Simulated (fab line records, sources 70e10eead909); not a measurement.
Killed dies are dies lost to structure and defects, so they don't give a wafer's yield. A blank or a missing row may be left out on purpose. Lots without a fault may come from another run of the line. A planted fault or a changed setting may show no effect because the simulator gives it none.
fab line records | flow nand_harc
record lots=20 wafers=60 last_day=33
route steps=1302 shown A_CONTACT@1058 A_M0@1156
lots that met no fault: from a run of the same line without faults
start_h: hours from the record's first day to the start of the lot's first wafer shown | wait_h: hours since the lot's step before | " the same as in the row above | L1.1+2: a row that stands for several wafers | - no value, or no start given | * or withheld: withheld | < > ~ a bound
route shown NAME@n: a module of which the file shows steps, and the number in the route of the first | usual: mean/standard deviation of fault-free wafers | same: alike in all rows | chamber/n: place in a boat | sites: the reading at each site | _std_site: their standard deviation | _edge_site: outer sites' mean less inner sites' | radius_mm: how far each site lies from the wafer's centre | mask NAME#n: copy n | behind: the tool/chamber that last shaped the wafer | hold: why the lot was held/for how many hours/how that ended | device: the transistor (n, p or np) that didn't switch | end of line: the same wafers' tests at the end of the route | a step without rows: its recipe alone | killed: dies lost to structure and defects at the first sort, not the wafer's yield | map: a wafer's dies, x killed, . not, _ none there
set.NAME: the setting as run; set.NAME@STEP: as run at that earlier step | model.NAME: the simulator's own value behind a step, which no gauge read
steps of the route over a sample of lots; a table a step, a row a wafer
services: from which hour (start_h, from the record's first day; less than 0 if before it) a tool's chamber was out of use, for how many hours, and why
## steps
# step NHARC_A_CONTACT_ETCH_97
# recipe target_depth_a=200 over_etch_frac=0.5 time_s=10 ion_energy_ev=250 c4f6_flow_sccm=25 o2_flow_sccm=20 ar_flow_sccm=500 rf_w=600 bias_w=500 chemistry=C4F6/O2
# usual drypump_motor_current_A=5.7/0.58 oes_product_au=0.960/0.02 rf_vpp_V=546/4.2 showerhead_plenum_p_Torr=3.88/0.2 throttle_valve_pct=26.903/0.0091
# columns lot.wafer tool chamber start_h wait_h drypump_motor_current_A oes_product_au rf_hours_counter_h rf_vpp_V showerhead_plenum_p_Torr throttle_valve_pct
L075.1 rie_diel-05 3 - - 5.8 0.941 28 542 3.70 26.908
L075.6 " 3 " " 5.8 0.938 - 543 3.70 26.892
L075.5 " 0 " " 6.7 0.953 - 542 3.69 26.908
L074.1 rie_diel-11 1 - - 5.8 0.949 16 544 3.79 26.889
L074.4 " 3 " " 5.4 0.945 20 552 4.18 26.907
L074.5 " 1 " " 5.8 0.946 - 545 3.79 26.899
L078.3 rie_diel-05 0 - - 6.7 0.969 40 541 3.68 26.907
L078.1 " 2 " " 6.3 0.950 48 547 3.96 26.909
L078.5 " 1 " " 5.3 0.939 - 541 3.74 26.906
L077.2 rie_diel-01 3 547.98 0.2 6.3 0.953 26 543 3.76 26.909
L077.6 " 1 " " 4.9 0.941 - 551 4.21 26.900
L077.5 " 3 " " 6.3 0.964 - 544 3.76 26.912
L081.3 rie_diel-01 0 - - 6.1 0.956 2 543 3.73 26.904
L081.2 " 1 " " 5.0 0.957 3 553 4.21 26.904
L081.1 " 2 " " 4.9 0.946 2 548 3.94 26.908
L082.3 rie_diel-01 2 - - 4.9 0.958 6 547 3.94 26.903
L082.4 " 3 " " 6.3 0.961 6 543 3.75 26.913
L082.5 " 2 " " 4.9 0.958 - 547 3.94 26.902
L080.4 rie_diel-01 3 - - 6.3 0.950 6 544 3.75 26.896
L080.6 " 1 " " 4.9 0.955 - 552 4.20 26.908
L080.5 " 2 " " 5.0 0.941 - 548 3.94 26.910
L083.4 rie_diel-01 2 - - 5.0 0.945 8 548 3.94 26.914
L083.1 " 0 " " 6.0 0.953 8 545 3.72 26.912
L083.6 " 2 " " 4.9 0.950 - 548 3.94 26.904
L084.3 rie_diel-05 0 - - 6.7 0.994 3 542 3.67 26.900
L084.2 " 1 " " 5.4 1.005 3 543 3.73 26.895
L084.6 " 0 " " 6.7 1.003 - 540 3.68 26.911
L087.2 rie_diel-05 3 - - 5.7 0.948 7 541 3.68 26.887
L087.4 " 0 " " 6.7 0.937 6 541 3.67 26.901
L087.5 " 3 " " 5.8 0.935 - 542 3.68 26.916
L086.4 rie_diel-11 2 620.62 0.1 5.5 1.007 0 553 4.23 26.923
L086.1 " 1 " " 5.8 1.003 0 544 3.77 26.886
L086.6 " 3 " " 5.4 1.014 - 553 4.15 26.910
L085.3 rie_diel-01 1 - - 5.0 0.968 13 551 4.20 26.897
L085.2 " 2 " " 4.9 0.959 12 547 3.94 26.904
L085.4 " 3 " " 6.3 0.973 13 543 3.75 26.908
L089.3 rie_diel-01 1 - - 5.0 0.948 17 552 4.20 26.901
L089.4 " 2 " " 5.0 0.954 16 548 3.93 26.892
L089.5 " 1 " " 4.9 0.949 - 554 4.20 26.908
L091.3 rie_diel-05 2 - - 6.2 0.960 28 547 3.93 26.913
L091.1 " 3 " " 5.8 0.952 27 541 3.67 26.905
L091.4 " 0 " " 6.7 0.926 19 541 3.67 26.907
L088.3 rie_diel-01 0 - - 6.0 0.963 20 542 3.72 26.911
L088.2 " 3 " " 6.3 0.961 20 544 3.74 26.914
L088.5 " 0 " " 6.0 0.949 - 543 3.72 26.902
L094.4 rie_diel-01 1 - - 5.0 0.967 22 553 4.19 26.884
L094.1 " 2 " " 5.0 0.969 21 548 3.93 26.890
L094.5 " 1 " " 5.0 0.967 - 552 4.19 26.881
L092.1 rie_diel-01 2 - - 4.9 0.951 21 548 3.93 26.895
L092.2 " 3 " " 6.3 0.948 23 544 3.74 26.918
L092.5 " 0 " " 6.1 0.969 - 543 3.71 26.928
L093.3 rie_diel-11 2 - - 5.5 0.950 28 553 4.21 26.896
L093.5 " 2 " " 5.5 0.957 - 552 4.21 26.907
L093.6 " 3 " " 5.4 0.947 - 551 4.13 26.919
L095.2 rie_diel-05 3 - - 5.8 0.971 44 541 3.66 26.917
L095.5 " 2 " " 6.3 0.957 - 548 3.92 26.920
L095.6 " 3 " " 5.8 0.977 - 540 3.66 26.904
L097.1 rie_diel-01 3 734.59 0.2 6.3 0.965 32 542 3.74 26.907
L097.4 " 3 " " 6.3 0.969 - 542 3.74 26.907
L097.5 " 0 " " 6.0 0.966 - 542 3.71 26.895
# step NHARC_A_CONTACT_STRIP_82
# recipe o2_flow_sccm=500 ar_flow_sccm=0 bias_w=0 chemistry=O2
# usual drypump_motor_current_A=5.8/0.57 oes_product_au=1.005/0.01 rf_vpp_V=57.6/0.88 showerhead_plenum_p_Torr=3.47/0.18 throttle_valve_pct=17.036/0.009
# columns lot.wafer tool chamber start_h wait_h drypump_motor_current_A oes_product_au rf_hours_counter_h rf_vpp_V showerhead_plenum_p_Torr throttle_valve_pct
L075.1 rie_diel-05 0 - - 6.7 1.001 26 58.8 3.31 17.025
L075.6 " 3 " " 5.8 0.999 - 58.3 3.32 17.041
L075.5 " 0 " " 6.7 1.006 - 56.5 3.31 17.030
L074.1 rie_diel-05 1 - - 5.4 0.985 24 57.0 3.37 17.029
L074.4 " 2 " " 6.2 1.008 29 57.3 3.57 17.032
L074.5 " 1 " " 5.3 0.984 - 58.3 3.37 17.041
L078.1 rie_diel-01 1 - - 5.0 0.991 27 59.5 3.79 17.034
L078.3 " 0 " " 6.0 0.999 26 57.1 3.35 17.027
L078.5 " 1 " " 5.0 1.001 - 57.7 3.79 17.021
L077.2 rie_diel-01 3 - - 6.3 1.002 26 57.9 3.37 17.034
L077.5 " 3 " " 6.3 1.010 - 56.0 3.37 17.037
L077.6 " 0 " " 6.0 1.002 - 56.4 3.35 17.015
L081.1 rie_diel-05 1 - - 5.3 0.979 50 57.2 3.35 17.049
L081.3 " 2 " " 6.2 1.009 55 58.9 3.56 17.030
L081.2 " 3 " " 5.8 0.990 51 56.0 3.31 17.044
L082.3 rie_diel-01 2 - - 5.0 1.006 6 58.2 3.54 17.049
L082.4 " 3 " " 6.3 1.012 6 57.8 3.37 17.039
L082.5 " 1 " " 5.0 1.005 - 58.9 3.79 17.038
L080.4 rie_diel-11 2 - - 5.5 1.012 50 57.3 3.28 17.031
L080.6 " 1 " " 5.8 0.982 - 56.5 3.39 17.026
L080.5 " 2 " " 5.5 1.018 - 55.6 3.28 17.031
L083.1 rie_diel-05 1 - - 5.3 1.001 1 57.2 3.35 17.032
L083.4 " 3 " " 5.8 0.999 2 56.8 3.31 17.038
L083.6 " 1 " " 5.4 0.984 - 56.8 3.35 17.029
L084.2 rie_diel-01 0 - - 6.1 1.009 9 57.8 3.34 17.052
L084.3 " 2 " " 5.0 1.005 9 58.3 3.54 17.050
L084.6 " 0 " " 6.0 1.003 - 58.0 3.34 17.061
L087.2 rie_diel-05 0 - - 6.7 1.005 6 59.2 3.30 17.034
L087.4 " 1 " " 5.3 1.001 7 58.6 3.35 17.037
L087.5 " 3 " " 5.8 1.013 - 57.5 3.30 17.035
L086.4 rie_diel-01 2 - - 4.9 1.012 11 57.7 3.54 17.036
L086.1 " 3 " " 6.3 1.009 11 56.3 3.37 17.026
L086.6 " 1 " " 5.0 1.006 - 59.0 3.78 17.038
L085.3 rie_diel-01 1 - - 4.9 1.010 13 58.6 3.78 17.039
L085.4 " 2 " " 4.9 1.015 12 56.2 3.54 17.040
L085.2 " 3 " " 6.4 1.028 13 57.6 3.37 17.028
L089.3 rie_diel-11 0 - - 6.3 1.000 15 57.8 3.43 17.038
L089.4 " 2 " " 5.5 0.995 11 58.6 3.80 17.033
L089.5 " 0 " " 6.3 0.997 - 56.7 3.43 17.040
L091.4 rie_diel-05 3 - - 5.8 1.001 27 55.7 3.29 17.053
L091.1 " 0 " " 6.7 1.000 19 58.2 3.29 17.029
L091.3 " 1 " " 5.3 1.008 24 56.9 3.34 17.034
L088.3 rie_diel-05 1 - - 5.3 0.998 25 58.5 3.34 17.033
L088.2 " 0 " " 6.7 0.983 19 56.8 3.29 17.053
L088.5 " 2 " " 6.2 1.014 - 57.4 3.54 17.044
L094.1 rie_diel-11 3 - - 5.4 1.017 25 56.5 3.73 17.034
L094.4 " 2 " " 5.5 1.008 21 58.4 3.80 17.051
L094.5 " 0 " " 6.3 1.003 - 57.9 3.43 17.051
L092.2 rie_diel-01 0 - - 6.0 1.001 23 58.8 3.33 17.047
L092.1 " 2 " " 5.0 1.003 22 58.0 3.54 17.035
L092.5 " 1 " " 4.9 1.016 - 56.6 3.78 17.041
L093.3 rie_diel-01 1 - - 4.9 1.020 26 57.7 3.78 17.036
L093.5 " 1 " " 5.0 1.016 - 58.5 3.78 17.051
L093.6 " 2 " " 5.0 1.004 - 58.3 3.53 17.038
L095.2 rie_diel-05 1 - - 5.3 1.006 44 56.5 3.33 17.035
L095.6 " 0 " " 6.7 1.001 - 56.8 3.28 17.035
L095.5 " 1 " " 5.3 1.008 - 57.0 3.33 17.060
L097.4 rie_diel-11 3 - - 5.4 1.020 39 58.0 3.72 17.036
L097.1 " 0 " " 6.3 1.004 37 57.0 3.42 17.040
L097.5 " 3 " " 5.4 1.022 - 58.6 3.72 17.021
# step NHARC_A_CONTACT_ETCH_88
# recipe target_depth_a=390 over_etch_frac=0.3 time_s=65 ion_energy_ev=80 cf4_flow_sccm=150 ar_flow_sccm=0 rf_w=300 bias_w=100 chemistry=CF4
# usual cf4_flow_sccm=150.0/0.45 drypump_motor_current_A=5.7/0.57 oes_product_au=1.007/0.0097 rf_vpp_V=151.0/1.4 showerhead_plenum_p_Torr=1.75/0.092 throttle_valve_pct=13.284/0.0089
# columns lot.wafer tool chamber start_h wait_h cf4_flow_sccm drypump_motor_current_A oes_product_au rf_hours_counter_h rf_vpp_V showerhead_plenum_p_Torr throttle_valve_pct
L075.1 rie_diel-05 1 508.28 0.1 149.1 5.3 0.993 24 149.8 1.69 13.292
L075.5 " 2 " " 149.3 6.2 1.014 - 152.0 1.79 13.297
L075.6 " 3 " " 150.1 5.7 0.999 - 149.0 1.66 13.289
L074.1 rie_diel-01 3 510.75 0.1 150.2 6.3 1.009 20 149.4 1.69 13.279
L074.4 " 0 " " 150.1 6.0 0.999 19 151.3 1.68 13.272
L074.5 " 2 " " 150.5 5.0 1.026 - 151.7 1.78 13.290
L078.3 rie_diel-01 1 550.18 0.1 150.8 5.0 0.984 28 154.2 1.90 13.279
L078.1 " 0 " " 150.4 6.0 0.995 26 149.0 1.68 13.268
L078.5 " 3 " " 149.6 6.3 1.006 - 150.5 1.69 13.291
L077.2 rie_diel-05 1 551.87 0.1 149.8 5.3 0.994 44 149.7 1.68 13.270
L077.5 " 0 " " 149.4 6.7 1.008 - 149.6 1.66 13.271
L077.6 " 1 " " 150.8 5.4 0.997 - 151.1 1.68 13.305
L081.2 rie_diel-01 2 582.76 0.1 150.4 4.9 1.011 3 151.0 1.78 13.285
L081.1 " 3 " " 149.5 6.3 1.007 3 150.4 1.69 13.276
L081.3 " 0 " " 150.3 6.0 1.011 2 148.3 1.68 13.274
L082.3 rie_diel-11 0 594.59 0.1 149.2 6.3 0.984 55 150.9 1.73 13.288
L082.4 " 1 " " 149.9 5.8 0.992 51 149.7 1.70 13.286
L082.5 " 3 " " 149.5 5.4 0.997 - 152.5 1.88 13.286
L080.4 rie_diel-01 0 596.85 0.1 150.4 6.0 1.009 7 149.2 1.68 13.269
L080.6 " 3 " " 149.7 6.3 1.008 - 148.7 1.69 13.273
L080.5 " 0 " " 150.4 6.1 1.001 - 150.1 1.68 13.288
L083.4 rie_diel-11 3 603.24 0.5 149.6 5.4 1.001 58 153.6 1.87 13.297
L083.1 " 2 " " 150.5 5.5 1.012 54 150.8 1.64 13.278
L083.6 " 0 " " 150.0 6.3 0.993 - 151.1 1.73 13.287
L084.3 rie_diel-11 3 609.88 0.1 149.8 5.4 1.007 59 150.9 1.87 13.294
L084.2 " 0 " " 149.6 6.3 1.005 59 150.4 1.73 13.286
L084.6 " 3 " " 150.0 5.4 1.013 - 152.3 1.88 13.284
L087.4 rie_diel-01 1 625.20 0.1 150.1 5.0 1.011 12 153.8 1.90 13.286
L087.2 " 2 " " 149.8 4.9 1.001 12 151.2 1.77 13.292
L087.5 " 1 " " 150.2 4.9 1.011 - 152.7 1.90 13.265
L086.1 rie_diel-05 2 625.53 0.1 151.4 6.2 0.997 14 151.5 1.78 13.293
L086.6 " 1 " " 149.7 5.3 1.005 - 150.7 1.68 13.280
L086.4 " 2 " " 150.5 6.2 1.004 - 150.9 1.78 13.281
L085.3 rie_diel-01 1 631.60 0.1 150.3 4.9 1.016 13 152.1 1.90 13.292
L085.2 " 2 " " 149.3 4.9 1.007 12 151.6 1.77 13.288
L085.4 " 3 " " 150.1 6.3 1.022 13 149.3 1.69 13.282
L089.3 rie_diel-11 1 665.86 0.1 149.7 5.8 1.002 16 149.1 1.69 13.289
L089.4 " 0 " " 149.7 6.3 0.990 16 150.7 1.72 13.301
L089.5 " 2 " " 149.9 5.5 0.994 - 152.6 1.91 13.269
L091.4 rie_diel-01 3 675.61 0.1 150.9 6.3 1.022 20 149.9 1.69 13.281
L091.1 " 0 " " 149.5 6.0 1.008 20 150.3 1.67 13.305
L091.3 " 1 " " 149.4 4.9 1.016 19 152.6 1.89 13.299
L088.2 rie_diel-01 0 681.39 0.1 149.8 6.0 1.011 22 149.9 1.67 13.284
L088.3 " 1 " " 150.1 4.9 1.009 21 152.4 1.89 13.276
L088.5 " 0 " " 150.0 6.0 1.006 - 151.7 1.67 13.284
L094.4 rie_diel-01 3 697.25 0.1 149.4 6.3 1.022 24 151.3 1.68 13.296
L094.1 " 0 " " 150.9 6.0 1.006 24 150.8 1.67 13.290
L094.5 " 2 " " 149.7 4.9 1.014 - 151.7 1.77 13.288
L092.2 rie_diel-01 2 699.10 0.1 149.5 4.9 1.011 22 152.0 1.77 13.286
L092.1 " 3 " " 149.4 6.3 1.020 24 149.5 1.68 13.287
L092.5 " 1 " " 149.8 5.0 1.019 - 152.5 1.89 13.283
L093.3 rie_diel-01 0 725.52 0.1 149.5 6.0 1.005 30 149.8 1.67 13.271
L093.5 " 0 " " 150.6 6.0 1.004 - 150.2 1.67 13.280
L093.6 " 1 " " 150.3 4.9 1.015 - 151.6 1.89 13.289
L095.2 rie_diel-01 3 732.70 0.1 149.6 6.3 1.021 31 150.3 1.68 13.271
L095.6 " 0 " " 149.6 6.0 1.019 - 149.9 1.67 13.287
L095.5 " 1 " " 150.0 4.9 1.021 - 152.5 1.89 13.280
L097.4 rie_diel-11 2 743.06 0.1 150.0 5.5 1.014 37 153.1 1.90 13.268
L097.1 " 3 " " 150.2 5.4 1.011 40 151.5 1.86 13.284
L097.5 " 1 " " 151.0 5.8 0.999 - 149.7 1.69 13.286
# step NHARC_A_CONTACT_ETCH_89
# recipe target_depth_a=2600 over_etch_frac=0.3 time_s=475.3 ion_energy_ev=200 n2_flow_sccm=150 h2_flow_sccm=150 ar_flow_sccm=0 rf_w=400 bias_w=150 chemistry=N2/H2
# usual drypump_motor_current_A=5.7/0.55 h2_flow_sccm=150.0/0.45 oes_product_au=1.005/0.01 rf_vpp_V=430/3.2 showerhead_plenum_p_Torr=2.02/0.12 throttle_valve_pct=14.170/0.0092
# columns lot.wafer tool chamber start_h wait_h drypump_motor_current_A h2_flow_sccm oes_product_au rf_hours_counter_h rf_vpp_V showerhead_plenum_p_Torr throttle_valve_pct
L075.1 rie_diel-05 0 - - 6.7 149.3 1.008 27 428 1.90 14.167
L075.5 " 2 " " 6.2 149.6 1.005 - 431 2.07 14.171
L075.6 " 3 " " 5.8 149.5 1.001 - 427 1.91 14.164
L074.1 rie_diel-01 0 - - 6.0 150.0 0.998 20 427 1.93 14.158
L074.4 " 3 " " 6.3 149.2 1.013 20 428 1.94 14.161
L074.5 " 0 " " 6.1 149.8 1.019 - 428 1.93 14.178
L078.3 rie_diel-01 1 - - 4.9 149.9 0.985 28 434 2.21 14.176
L078.1 " 3 " " 6.3 150.0 1.003 26 429 1.94 14.180
L078.5 " 1 " " 5.0 149.7 0.997 - 435 2.21 14.167
L077.2 rie_diel-05 1 - - 5.4 150.1 0.984 44 428 1.93 14.155
L077.6 " 1 " " 5.3 150.8 0.988 - 428 1.93 14.175
L077.5 " 2 " " 6.2 150.2 1.004 - 432 2.06 14.163
L081.1 rie_diel-01 0 - - 6.0 150.3 1.008 3 427 1.92 14.175
L081.2 " 2 " " 4.9 150.3 1.003 3 432 2.05 14.175
L081.3 " 3 " " 6.3 149.6 1.009 3 427 1.94 14.167
L082.4 rie_diel-11 3 - - 5.4 149.7 1.002 55 435 2.18 14.164
L082.3 " 1 " " 5.8 150.6 0.977 51 428 1.95 14.173
L082.5 " 0 " " 6.2 150.4 0.981 - 430 1.99 14.158
L080.4 rie_diel-01 2 - - 4.9 149.8 1.013 7 431 2.05 14.175
L080.5 " 2 " " 5.0 149.5 1.004 - 431 2.05 14.170
L080.6 " 3 " " 6.3 149.9 1.010 - 426 1.94 14.193
L083.4 rie_diel-11 2 - - 5.5 150.2 1.005 54 426 1.88 14.178
L083.1 " 1 " " 5.8 150.3 0.980 54 428 1.95 14.176
L083.6 " 2 " " 5.5 150.7 1.007 - 426 1.88 14.163
L084.2 rie_diel-11 1 - - 5.8 149.9 0.982 55 428 1.95 14.155
L084.3 " 2 " " 5.5 150.2 1.022 55 427 1.88 14.171
L084.6 " 3 " " 5.4 150.0 0.997 - 435 2.18 14.163
L087.4 rie_diel-01 2 - - 4.9 150.6 1.010 12 431 2.05 14.188
L087.2 " 3 " " 6.3 149.9 1.002 13 428 1.94 14.163
L087.5 " 2 " " 5.0 149.9 1.002 - 431 2.05 14.177
L086.1 rie_diel-05 3 - - 5.8 149.8 1.012 13 426 1.89 14.163
L086.6 " 3 " " 5.8 150.4 1.004 - 426 1.90 14.162
L086.4 " 2 " " 6.2 150.1 1.005 - 430 2.05 14.170
L085.2 rie_diel-01 3 - - 6.3 150.3 1.025 13 427 1.94 14.162
L085.4 " 0 " " 6.0 149.9 1.014 13 426 1.92 14.168
L085.3 " 1 " " 5.0 149.3 1.013 13 436 2.20 14.172
L089.3 rie_diel-11 1 - - 5.8 149.9 0.991 16 427 1.94 14.186
L089.4 " 2 " " 5.5 149.9 0.990 12 435 2.21 14.172
L089.5 " 1 " " 5.8 150.3 1.001 - 428 1.94 14.159
L091.4 rie_diel-01 3 - - 6.3 150.6 1.009 20 427 1.93 14.165
L091.3 " 0 " " 6.0 150.2 1.006 20 425 1.92 14.176
L091.1 " 1 " " 4.9 150.3 1.015 19 435 2.20 14.169
L088.3 rie_diel-01 3 - - 6.3 150.2 1.010 21 426 1.93 14.166
L088.2 " 0 " " 6.0 150.4 0.993 22 427 1.92 14.170
L088.5 " 2 " " 5.0 149.8 1.015 - 432 2.04 14.177
L094.4 rie_diel-01 0 - - 6.0 150.1 0.991 24 426 1.92 14.170
L094.1 " 3 " " 6.3 149.6 1.017 24 428 1.93 14.180
L094.5 " 1 " " 4.9 150.3 1.007 - 434 2.20 14.163
L092.2 rie_diel-01 3 - - 6.3 149.1 1.019 24 427 1.93 14.154
L092.1 " 1 " " 5.0 149.7 1.015 23 435 2.20 14.162
L092.5 " 2 " " 4.9 150.2 1.007 - 431 2.04 14.175
L093.3 rie_diel-01 0 - - 6.0 150.0 1.009 30 427 1.92 14.154
L093.5 " 1 " " 4.9 150.0 1.005 - 435 2.20 14.169
L093.6 " 3 " " 6.3 150.0 1.014 - 428 1.93 14.167
L095.2 rie_diel-01 3 - - 6.3 149.9 1.013 31 427 1.93 14.170
L095.6 " 0 " " 6.0 150.2 1.012 - 428 1.91 14.171
L095.5 " 3 " " 6.3 150.7 1.028 - 428 1.93 14.163
L097.1 rie_diel-11 1 - - 5.8 150.0 0.991 41 427 1.94 14.167
L097.4 " 0 " " 6.2 150.4 1.002 39 429 1.97 14.174
L097.5 " 1 " " 5.8 150.0 1.001 - 429 1.94 14.154
# step NHARC_A_CONTACT_ETCH_92
# recipe target_depth_a=400 over_etch_frac=0.5 time_s=85.7 ion_energy_ev=120 ch3f_flow_sccm=50 o2_flow_sccm=30 ar_flow_sccm=200 rf_w=500 bias_w=100 chemistry=CH3F/O2
# usual drypump_motor_current_A=5.7/0.57 oes_product_au=0.946/0.028 rf_vpp_V=243.8/1.9 showerhead_plenum_p_Torr=2.42/0.13 throttle_valve_pct=20.663/0.0079
# columns lot.wafer tool chamber start_h wait_h drypump_motor_current_A oes_product_au rf_hours_counter_h rf_vpp_V showerhead_plenum_p_Torr throttle_valve_pct
L075.1 rie_diel-11 1 512.13 0.6 5.8 0.913 19 242.3 2.37 20.658
L075.5 " 1 " " 5.8 0.915 - 243.4 2.37 20.664
L075.6 " 2 " " 5.5 0.936 - 243.1 2.29 20.664
L074.4 rie_diel-01 3 513.84 0.4 6.3 0.939 20 241.8 2.35 20.671
L074.1 " 0 " " 6.0 0.917 20 242.7 2.33 20.665
L074.5 " 3 " " 6.3 0.940 - 244.6 2.35 20.658
L078.3 rie_diel-01 0 553.25 0.4 6.0 0.941 27 241.7 2.33 20.659
L078.1 " 3 " " 6.3 0.921 27 242.2 2.35 20.673
L078.5 " 0 " " 6.0 0.924 - 242.1 2.33 20.665
L077.2 rie_diel-01 1 554.82 0.5 4.9 0.914 29 247.9 2.65 20.654
L077.6 " 0 " " 6.0 0.920 - 243.1 2.33 20.650
L077.5 " 1 " " 5.0 0.922 - 247.1 2.65 20.661
L081.1 rie_diel-11 0 586.28 0.6 6.2 0.922 49 243.2 2.40 20.660
L081.2 " 1 " " 5.8 0.909 45 242.9 2.36 20.675
L081.3 " 2 " " 5.5 0.948 44 241.7 2.28 20.653
L082.3 rie_diel-11 2 597.49 0.4 5.5 0.936 51 242.1 2.28 20.652
L082.4 " 3 " " 5.4 0.922 56 245.5 2.61 20.654
L082.5 " 2 " " 5.5 0.942 - 241.2 2.28 20.657
L080.4 rie_diel-05 1 601.04 0.6 5.3 1.004 2 244.5 2.33 20.663
L080.6 " 2 " " 6.2 1.000 - 244.2 2.48 20.663
L080.5 " 3 " " 5.7 0.992 - 241.3 2.30 20.660
L083.1 rie_diel-01 2 606.23 0.5 4.9 1.014 9 243.7 2.47 20.670
L083.4 " 0 " " 6.0 1.005 9 243.1 2.32 20.669
L083.6 " 2 " " 5.0 1.010 - 243.5 2.47 20.653
L084.2 rie_diel-05 3 613.28 0.5 5.7 0.989 5 240.7 2.30 20.664
L084.3 " 2 " " 6.2 1.002 5 244.2 2.47 20.676
L084.6 " 0 " " 6.7 1.008 - 243.3 2.29 20.663
L087.2 rie_diel-11 0 628.59 0.5 6.3 0.993 2 243.5 2.39 20.656
L087.4 " 2 " " 5.5 1.004 3 246.1 2.66 20.680
L087.5 " 0 " " 6.3 0.992 - 245.2 2.40 20.663
L086.4 rie_diel-01 1 628.61 0.4 5.0 0.929 13 246.9 2.64 20.662
L086.1 " 2 " " 5.0 0.931 12 243.0 2.47 20.681
L086.6 " 0 " " 6.0 0.939 - 242.2 2.32 20.668
L085.4 rie_diel-01 3 634.49 0.4 6.3 0.955 14 243.1 2.34 20.667
L085.2 " 0 " " 6.1 0.942 14 242.7 2.32 20.655
L085.3 " 1 " " 5.0 0.938 14 246.7 2.64 20.658
L089.3 rie_diel-01 1 668.78 0.4 5.0 0.934 18 246.6 2.64 20.674
L089.4 " 2 " " 5.0 0.930 17 244.0 2.47 20.660
L089.5 " 0 " " 6.0 0.932 - 242.4 2.32 20.668
L091.4 rie_diel-01 1 678.50 0.4 5.0 0.962 19 248.0 2.64 20.661
L091.3 " 3 " " 6.3 0.941 21 242.1 2.34 20.660
L091.1 " 0 " " 6.0 0.947 20 242.9 2.32 20.672
L088.2 rie_diel-01 2 684.29 0.5 5.0 0.933 21 243.9 2.46 20.668
L088.3 " 0 " " 6.0 0.934 22 242.3 2.32 20.660
L088.5 " 2 " " 4.9 0.934 - 242.8 2.46 20.646
L094.4 rie_diel-01 3 700.12 0.4 6.3 0.956 24 242.9 2.34 20.672
L094.1 " 2 " " 5.0 0.936 22 245.9 2.46 20.671
L094.5 " 0 " " 6.0 0.935 - 242.5 2.32 20.652
L092.1 rie_diel-01 3 701.97 0.5 6.3 0.948 25 244.3 2.34 20.662
L092.2 " 1 " " 5.0 0.936 24 246.7 2.64 20.646
L092.5 " 3 " " 6.3 0.949 - 243.0 2.34 20.666
L093.3 rie_diel-01 3 728.60 0.4 6.3 0.941 30 241.8 2.33 20.665
L093.5 " 1 " " 5.0 0.932 - 246.1 2.64 20.654
L093.6 " 3 " " 6.3 0.942 - 242.0 2.33 20.666
L095.2 rie_diel-05 2 735.79 0.5 6.2 0.930 47 244.6 2.46 20.668
L095.5 " 1 " " 5.3 0.932 - 242.8 2.31 20.673
L095.6 " 2 " " 6.2 0.931 - 245.0 2.46 20.663
L097.4 rie_diel-05 2 745.93 0.4 6.3 0.936 49 243.2 2.46 20.675
L097.1 " 1 " " 5.3 0.932 48 241.8 2.31 20.669
L097.5 " 2 " " 6.3 0.933 - 242.8 2.46 20.659
# step NHARC_A_M0_DEGAS_28
# recipe temp_c=250 time_s=60
# usual heater_power_w=342/35 susceptor_temp_C=250.02/0.18
# columns lot.wafer tool chamber start_h wait_h heater_power_w susceptor_temp_C
L075.1 pvd_sputter-03 - 520.49 - 349 250.07
L075.5 " - " " 364 250.02
L075.6 " - " " 346 249.72
L074.4 pvd_sputter-02 - 522.08 - 435 249.92
L074.1 " - " " 302 249.94
L074.5 " - " " 346 249.90
L078.3 pvd_sputter-01 - 561.58 - 352 250.37
L078.1 " - " " 296 249.91
L078.5 " - " " 313 250.06
L077.2 pvd_sputter-01 - 563.14 - 358 249.93
L077.5 " - " " 352 250.07
L077.6 " - " " 358 249.71
L081.1 pvd_sputter-02 - 600.93 - 433 250.24
L081.2 " - " " 308 249.97
L081.3 " - " " 320 249.73
L082.3 pvd_sputter-01 - 605.63 - 303 250.09
L082.4 " - " " 323 249.50
L082.5 " - " " 320 250.05
L080.4 pvd_sputter-03 - 609.37 - 353 249.92
L080.6 " - " " 336 249.92
L080.5 " - " " 332 250.03
L083.1 pvd_sputter-03 - 614.37 - 351 250.02
L083.4 " - " " 329 249.93
L083.6 " - " " 352 250.15
L084.3 pvd_sputter-02 - 621.47 - 321 249.99
L084.2 " - " " 432 250.09
L084.6 " - " " 339 250.03
L087.4 pvd_sputter-02 - 636.76 - 309 250.24
L087.2 " - " " 324 250.12
L087.5 " - " " 305 249.97
L086.1 pvd_sputter-03 - 637.33 - 336 249.97
L086.4 " - " " 328 250.12
L086.6 " - " " 336 250.03
L085.3 pvd_sputter-03 - 642.91 - 342 250.29
L085.4 " - " " 334 250.16
L085.2 " - " " 359 250.19
L089.4 pvd_sputter-02 - 676.96 - 324 250.27
L089.3 " - " " 442 250.20
L089.5 " - " " 313 250.16
L091.1 pvd_sputter-01 - 686.80 - 320 250.08
L091.3 " - " " 366 249.76
L091.4 " - " " 308 249.85
L088.2 pvd_sputter-02 - 692.77 - 333 250.38
L088.3 " - " " 438 250.08
L088.5 " - " " 331 249.82
L094.1 pvd_sputter-01 - 708.45 - 320 250.09
L094.4 " - " " 369 249.75
L094.5 " - " " 363 250.12
L092.1 pvd_sputter-01 - 710.52 - 366 -
L092.2 " - " " 318 -
L092.5 " - " " 354 -
L093.3 pvd_sputter-02 - 737.16 - 316 249.85
L093.5 " - " " 314 249.75
L093.6 " - " " 337 249.81
L095.2 pvd_sputter-02 - 744.83 - 331 249.96
L095.6 " - " " 329 250.07
L095.5 " - " " 309 250.13
L097.4 pvd_sputter-02 - 754.21 - 334 249.97
L097.1 " - " " 438 250.10
L097.5 " - " " 330 249.98
## services
# columns tool chamber start_h hours kind
rie_diel-01 0 487.89 - clean
rie_diel-01 1 487.89 - clean
rie_diel-01 2 487.89 - clean
rie_diel-01 3 487.89 - clean
pvd_sputter-02 - 505.16 2.7 repair
rie_diel-01 0 512.39 - clean
rie_diel-01 1 512.39 - clean
rie_diel-01 2 512.39 - clean
pvd_sputter-03 - 525.09 1.0 repair
pvd_sputter-03 - 526.10 10.0 pm
pvd_sputter-03 - 548.23 4.0 repair
rie_diel-01 - 557.82 9.0 pm
pvd_sputter-02 - 566.26 2.7 repair
rie_diel-11 2 580.32 2.7 repair
rie_diel-05 - 583.66 9.0 pm
pvd_sputter-01 - 584.22 10.0 pm
rie_diel-11 - 610.70 9.0 pm
rie_diel-05 0 624.22 17.4 repair
pvd_sputter-01 - 628.54 2.7 repair
rie_diel-11 2 643.46 6.4 repair
pvd_sputter-02 - 646.78 10.0 pm
pvd_sputter-03 - 696.28 2.2 repair
pvd_sputter-02 - 732.28 1.7 repair
rie_diel-01 - 734.82 9.0 pm
## key
fault none
